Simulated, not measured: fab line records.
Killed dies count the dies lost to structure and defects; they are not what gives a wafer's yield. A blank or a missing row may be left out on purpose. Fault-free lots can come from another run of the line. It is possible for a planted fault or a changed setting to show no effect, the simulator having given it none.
What tool caused it?    flow n5_finfet    10 lots, 30 wafers sampled, at 4 steps of a route of 1938

## WHAT THE GAUGES SHOWED, per wafer
N5_BEOL_M4_RC_MEAS_101. Usual: DIBL_N 36.4 mV/V, standard deviation 1.5; DIBL_P 36.4 mV/V, standard deviation 1.6; IOFF_N 0.164 nA/um, standard deviation 0.025; IOFF_P 0.214 nA/um, standard deviation 0.028; ION_N 675 uA/um, standard deviation 9.9; ION_P 463 uA/um, standard deviation 6.5; SS_N 71.5 mV/dec, standard deviation 0.5; SS_P 73.3 mV/dec, standard deviation 0.56; VT_N 249.2 mV, standard deviation 2.7; VT_P -250.1 mV, standard deviation 2.8.
lot   measured      on         DIBL_N (mV/V)   DIBL_P (mV/V)   IOFF_N (nA/um)     IOFF_P (nA/um)     ION_N (uA/um)  ION_P (uA/um)  SS_N (mV/dec)   SS_P (mV/dec)   VT_N (mV)          VT_P (mV)             flag
L313  day 8 21:29   prober-01  35.8 35.2 34.1  35.7 34.7 34.3  0.163 0.154 0.136  0.214 0.195 0.186  678 676 664    462 460 460    70.9 71.1 70.7  73.4 73.3 72.3  250.3 250.3 253.4  -252.0 -250.5 -251.6  
L314  day 9 03:50   prober-01  36.7 38.0 37.8  33.8 35.8 35.7  0.152 0.176 0.173  0.187 0.214 0.210  670 691 678    459 470 457    71.3 71.4 72.0  72.3 74.1 73.6  250.7 247.4 246.8  -252.1 -250.6 -251.4  
L315  day 9 12:56   prober-01  37.0 37.1 35.8  38.9 39.1 37.2  0.179 0.171 0.159  0.242 0.249 0.212  677 676 677    462 464 466    72.6 72.4 71.5  72.9 73.9 73.1  247.9 250.5 251.4  -251.3 -248.7 -248.6  
L316  day 9 22:43   prober-01  38.0 39.0 38.1  38.1 39.0 37.9  0.188 0.219 0.191  0.232 0.242 0.228  679 694 688    458 469 466    71.8 72.1 71.2  73.6 73.2 74.3  246.1 242.9 244.9  -248.4 -249.2 -249.0  
L321  day 11 01:11  prober-01  35.4 33.9 36.6  35.4 34.3 37.4  0.137 0.121 0.166  0.176 0.169 0.209  668 661 668    456 455 452    70.9 70.4 71.3  72.5 73.0 73.3  254.7 255.1 247.1  -254.9 -252.1 -252.9  
L323  day 11 03:19  prober-01  37.4 37.2 37.9  38.4 38.6 38.8  0.186 0.181 0.203  0.244 0.239 0.244  676 677 679    466 464 458    71.7 71.7 72.0  73.3 73.4 73.5  248.0 249.7 248.6  -251.3 -250.6 -246.8  
L325  day 12 05:47  prober-02  36.1 34.7 36.1  35.7 34.1 36.0  0.175 0.146 0.174  0.209 0.191 0.210  686 675 682    466 464 459    71.6 71.5 71.4  72.9 72.1 73.4  244.6 250.2 249.9  -251.3 -250.9 -251.5  
L330  day 13 03:38  prober-02  35.1 34.7 35.5  34.9 34.4 35.5  0.159 0.146 0.157  0.175 0.169 0.187  681 674 667    458 457 455    71.7 71.1 71.8  73.1 73.1 72.9  250.2 249.3 249.2  -254.8 -252.5 -254.0  
L332  day 13 15:23  prober-02  37.4 36.6 37.8  37.1 36.1 36.8  0.184 0.164 0.174  0.225 0.212 0.218  675 674 678    464 457 459    71.4 71.6 71.2  73.8 73.7 74.1  246.9 251.0 249.6  -250.5 -251.4 -249.9  
L331  day 13 16:01  prober-02  35.5 36.0 36.3  35.8 36.8 36.5  0.140 0.158 0.155  0.200 0.221 0.216  660 670 665    457 465 464    71.3 72.0 71.7  72.4 73.2 72.3  250.5 249.4 251.5  -249.5 -250.0 -250.7  

N5_MIM_TOP_LITHO_CD_MEAS_08: the cd target is 2000 nm. Usual: cd_nm at 2000.0 nm, with a standard deviation of 1.4.
lot   measured      on         cd_nm (nm)            flag
L313  day 12 08:09  cd_sem-02  1999.7 2000.5 1998.1  
L314  day 12 15:05  cd_sem-01  2002.3 2000.6 1998.7  
L315  day 13 04:55  cd_sem-02  1999.1 2000.5 1997.9  
L316  day 13 17:52  cd_sem-02  1999.6 2000.6 1998.2  
L321  day 15 01:00  cd_sem-02  2002.1 2001.6 1999.6  
L323  day 15 00:06  cd_sem-03  2000.8 2000.0 1998.8  
L325  day 15 14:32  cd_sem-01  1998.7 1999.8 1999.7  
L330  day 17 07:37  cd_sem-01  2002.2 1998.7 2000.1  
L332  day 17 15:44  cd_sem-01  2001.1 2000.1 2000.3  
L331  day 17 20:32  cd_sem-01  2001.3 2001.6 2000.8  

N5_MIM_BOT_LITHO_CD_MEAS_08: the cd target is 3000 nm. Usual: cd_nm at 2999.6 nm, with a standard deviation of 1.7.
lot   measured      on         cd_nm (nm)            flag
L313  day 12 08:55  cd_sem-01  2999.8 2998.8 3000.4  
L314  day 12 15:59  cd_sem-02  2996.0 2997.8 2998.9  
L315  day 13 06:26  cd_sem-01  3002.5 3000.4 2999.0  
L316  day 13 18:43  cd_sem-03  2997.9 2999.4 3000.1  
L321  day 15 01:51  cd_sem-02  2998.4 2999.2 2998.3  
L323  day 15 00:53  cd_sem-01  2998.9 2999.7 2998.0  
L325  day 15 15:17  cd_sem-01  3001.1 3000.8 2998.9  
L330  day 17 08:21  cd_sem-01  2999.7 2998.8 2997.1  
L332  day 17 16:34  cd_sem-02  3000.9 3000.4 3004.1  
L331  day 17 21:18  cd_sem-03  2998.9 2998.6 3001.3  

## TOOL THAT RAN EACH LOT (tool first, then ch and the chambers of the sampled wafers, then the start)
lot   N5_PASSIVATION_PECVD_00
L313  pecvd-01 ch 1,2, day 12 05:50
L314  pecvd-03 ch 0,1,2, day 12 13:32
L315  pecvd-03 ch 1,2, day 13 02:33
L316  pecvd-03 ch 0,2, day 13 14:03
L321  pecvd-03 ch 1,2, day 14 23:20
L323  pecvd-03 ch 0,1,2, day 14 20:35
L325  pecvd-03 ch 1,2, day 15 12:41
L330  pecvd-04 ch 0,2, day 17 04:58
L332  pecvd-04 ch 0,2, day 17 13:58
L331  pecvd-01 ch 0,2, day 17 17:09
- N5_PASSIVATION_PECVD_00: deposits SiO2 from SiH4/N2O, target thk 200 nm, time 11.2 s.

## WHAT THE TOOLS THEMSELVES READ (means of the sampled wafers that have a number; where no wafer has one, the mark that the record gives instead)
N5_PASSIVATION_PECVD_00. Usual: heater_power_w 629 W, standard deviation 59; showerhead_plenum_p_Torr 8.21 Torr, standard deviation 0.1; susceptor_temp_C 400.01 C, standard deviation 0.21; throttle_valve_pct 51.7 %, standard deviation 2.
lot   tool      heater_power_w (W)  showerhead_plenum_p_Torr (Torr)  susceptor_temp_C (C)  throttle_valve_pct (%)  flag
L313  pecvd-01  682                 8.32                             400.15                48.8                    
L314  pecvd-03  662                 8.21                             400.10                50.9                    
L315  pecvd-03  608                 8.17                             399.97                51.3                    
L316  pecvd-03  595                 8.27                             400.20                50.5                    
L321  pecvd-03  645                 8.16                             400.09                51.6                    
L323  pecvd-03  629                 8.20                             399.95                51.1                    
L325  pecvd-03  623                 8.13                             400.11                51.8                    
L330  pecvd-04  575                 8.24                             400.03                52.5                    
L332  pecvd-04  632                 8.27                             399.86                52.4                    
L331  pecvd-01  651                 8.21                             400.04                53.1                    

## THE ANSWER, worked out from the rows above alone
Rule: a lot is off if the mean of its wafers that have a number lies more than 3 standard deviations from the usual mean. Also off: a lot with no number at a reading for which 4 or more lots have one. The other lots that the step has rows for count as sound. The gauges are gone through in route order, then the tools' own readings, and for those a lot's mean is taken as printed above. The first step at which some lot is off is used, and at that step the reading that is off furthest; a lot without a number counts as furthest.
Nothing can be told from this: no lot is off at any reading shown.

## WHAT THE SIMULATOR HAD PUT IN
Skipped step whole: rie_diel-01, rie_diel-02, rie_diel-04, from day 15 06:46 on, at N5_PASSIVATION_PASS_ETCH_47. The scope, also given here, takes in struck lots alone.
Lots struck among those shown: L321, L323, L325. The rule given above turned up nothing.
